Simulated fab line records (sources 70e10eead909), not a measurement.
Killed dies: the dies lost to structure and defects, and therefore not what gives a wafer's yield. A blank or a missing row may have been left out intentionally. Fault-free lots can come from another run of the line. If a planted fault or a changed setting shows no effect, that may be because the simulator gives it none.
Struck lot and sound lot, side by side	flow nandHarc	36 out of 1159 route steps
Sound: wafers L284.2, L284.3, L284.4. Struck: wafer L299.1 (L299.4, L299.5, from the same lot, were not struck and are left out); the cause is given at the end.
At each step with rows: each side's tool, then ch and its chambers, then its first start. Under that, the readings that differ: sound wafers	struck wafers	difference of the means	sigmas: that difference in standard deviations of wafers without a fault.
alike: a reading whose means differ by less than 2 such deviations, as well as words and numbers matching on both sides. not compared: withheld readings; readings where some wafer has no value; bounds like >300 that might hide an equal value; numbers whose values overlap and for which the record gives no deviation.
The two part at a step that has a row with sigmas, a row that says differs or no value, or rows on one side only. When numbers do not overlap yet have no deviation, they are printed without sigmas and do not part them. Lack of a reading on every wafer of one side parts them only where that side has two or more wafers.

first, 2 steps without rows for these wafers: NHARC_A_SLIT_PRECLEAN_19 (cleans in SC1); NHARC_A_SLIT_SRD_20.
NHARC_A_SLIT_CD_MEAS_21:
  struck on cdSem-03, day 18 00:51; sound on cdSem-02, day 14 00:16
reading	sound	struck	difference	sigmas
cdNm (nm)	287.3 286.5 287.6	289.9	+2.8	+3
then, 3 steps without rows for these wafers: NHARC_A_SIN_REMOVE_WET_00 (chemistry H3PO4, time 15300 s); NHARC_A_SIN_REMOVE_PRECLEAN_01 (cleans in SC1); NHARC_A_SIN_REMOVE_SRD_02.
NHARC_A_SIN_REMOVE_INSPECT_04:
  struck on defectInspect-02, day 19 11:46; sound on defectInspect-01, day 14 08:00
  alike: rawDefectCount
then, 3 steps without rows for these wafers: NHARC_A_WL_FILL_ALD_00 (deposits Al2O3, target thk 3 nm, pulse time 3 s, ald cycles 30); NHARC_A_WL_FILL_RTA_01 (time 5 s); NHARC_A_WL_FILL_ALD_02 (deposits TiN, target thk 2 nm, pulse time 3 s, ald cycles 100).
NHARC_A_WL_FILL_CVD_03: deposits W, target thk 40 nm, time 3302 s.
  sound on cvdW-01 ch 0,1, day 14 13:41; struck on cvdW-02 ch 0, day 19 23:02
  alike: heaterPowerW, throttleValvePct
  not compared: sinceWetCleanH
NHARC_A_WL_FILL_ETCHBACK_04: etches the open film in NF3, target depth 60 nm, time 120 s.
  sound on rieMetal-03 ch 0,1, day 14 16:58; struck on rieMetal-02 ch 0, day 20 02:22
  alike: drypumpMotorCurrentA, oesProductAu
  not compared: rfHoursCounterH
then, 6 steps without rows for these wafers: NHARC_A_WL_FILL_ETCHBACK_05 (etches the open film in Cl2/BCl3, target depth 22 nm, time 60 s); NHARC_A_WL_FILL_STRIP_27 (strips in N2/H2, time 20 s); NHARC_A_WL_FILL_STRIP_28 (strips in post etch residue remover, time 1200 s); NHARC_A_WL_FILL_PRECLEAN_06 (cleans in DIW, time 300 s); NHARC_A_WL_FILL_SRD_07; NHARC_A_WL_FILL_ANNEAL_08 (time 1800 s).
NHARC_A_WL_FILL_ALD_10: deposits SiO2, target thk 50 nm, pulse time 10 s, ald cycles 500.
  sound on aldHk-02 ch 1,2,3, day 14 23:12; struck on aldHk-03 ch 3, day 20 06:56
reading	sound	struck	difference	sigmas
sinceWetCleanH (h)	44 45 45	132	+87	
  alike: heaterPowerW, precursorPulseHeightRel
then, 2 steps without rows for these wafers: NHARC_A_WL_FILL_ETCHBACK_16 (etches the open film in C4F8/O2/Ar, target depth 88 nm, time 17.6 s); NHARC_A_WL_FILL_STRIP_29 (strips in O2, time 20 s).
NHARC_A_WL_FILL_ETCHBACK_17: etches the open film in Cl2/BCl3, target depth 4 nm, time 26.7 s.
  sound on rieMetal-02 ch 0,1, day 15 03:31; struck on rieMetal-01 ch 1, day 20 11:48
  alike: drypumpMotorCurrentA, oesProductAu
  not compared: rfHoursCounterH
then, 10 steps without rows for these wafers: NHARC_A_WL_FILL_PRECLEAN_18 (cleans in dHF, time 30 s); NHARC_A_WL_FILL_SRD_21; NHARC_A_WL_FILL_CVD_23 (deposits poly-Si, target thk 40 nm, time 800 s); NHARC_A_WL_FILL_ETCHBACK_26 (etches the open film in HBr, target depth 52 nm, time 13.3 s); NHARC_A_WL_FILL_PRECLEAN_30 (cleans in dHF, time 10 s); NHARC_A_WL_FILL_SRD_14; NHARC_A_WL_FILL_ALD_19 (deposits TiN, target thk 2 nm, pulse time 3 s, ald cycles 100); NHARC_A_WL_FILL_CVD_20 (deposits W, target thk 75 nm, time 5064 s); NHARC_A_WL_FILL_CMP_12 (polishes, t overpolish 30 s, target thk 75 nm); NHARC_A_WL_FILL_SRD_31.
NHARC_A_WL_FILL_INSPECT_15:
  struck on defectInspect-01, day 21 12:55; sound on defectInspect-02, day 16 12:10
  alike: rawDefectCount
NHARC_A_CONTACT_DEP_24: deposits SiO2, target thk 500 nm.
  the record has rows for the sound wafers here (pecvd-04 ch 0,1, day 16 12:14) and none for the struck ones
NHARC_A_CONTACT_DEP_28: deposits aC, target thk 3600 nm.
  the record has rows for the sound wafers here (aclDep-01 ch 0, day 16 14:44) and none for the struck ones
-- the record jumps here: 4 days lie between the struck wafers' starts before and after (it left off in module A_CONTACT and takes up again in module END, whose first step shown is number 1159 of the route) --
NHARC_END_SORT_01:
  only the struck wafers appear in the record here, on prober-02 ch 0 at day 25 22:25; the sound ones have no rows

WHERE THEY PART
At NHARC_A_SLIT_CD_MEAS_21 first; at NHARC_END_SORT_01 last (within this record only).

WHY: what the simulator had put in
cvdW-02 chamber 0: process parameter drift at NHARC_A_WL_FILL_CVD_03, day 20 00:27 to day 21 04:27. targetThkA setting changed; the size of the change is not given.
